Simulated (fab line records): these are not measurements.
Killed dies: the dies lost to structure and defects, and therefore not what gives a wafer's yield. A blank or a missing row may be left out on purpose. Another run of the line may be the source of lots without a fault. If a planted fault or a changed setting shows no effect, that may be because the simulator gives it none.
Matching of chambers -- flow n5Finfet -- N5_SD_EPI_N_ETCH_16 on rieDiel-05: 4 sister chambers
The step etches SiO2 in CHF3/O2, target depth 5 nm. 4 wafers are shown with their chamber, then 8 later ones without.

WAFERS, EACH WITH ITS CHAMBER
wafer,chamber,showerheadPlenumPTorr (Torr)
L082.4,2,2.46
L083.4,0,2.28
L085.5,3,2.39
L087.1,1,2.52

WAFERS WITHOUT THEIR CHAMBER
wafer,showerheadPlenumPTorr (Torr)
L087.2,2.46
L087.3,2.38
L089.1,2.38
L089.4,2.52
L089.6,2.57
L095.2,2.51
L095.4,2.56
L095.5,2.56

WHICH CHAMBER EACH WENT THROUGH
wafer,from the rows above,in truth
L087.2,2,2
L087.3,3,3
L089.1,3,3
L089.4,1,1
L089.6,1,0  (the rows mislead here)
L095.2,can't be placed: 1 or 2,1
L095.4,1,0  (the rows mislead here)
L095.5,1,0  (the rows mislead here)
Correctly placed: 4 of 8. Not placeable from these rows: 1 (in 1, the candidates include the true chamber). Wrongly placed: 3.
How it was worked out, from the rows above alone: a wafer's distance from a chamber is the root of the sum, over the readings, of the square of ((its reading less the chamber's mean) divided by the reading's scatter). If the next closest chamber is less than 2 further off than the closest, the wafer can't be placed; otherwise it belongs to the closest. For every chamber, the mean is computed from those of its wafers that are shown. The scatter (one wafer shown for each chamber): square how far every hidden wafer sits from the nearest shown wafer, average those squares and take the square root.
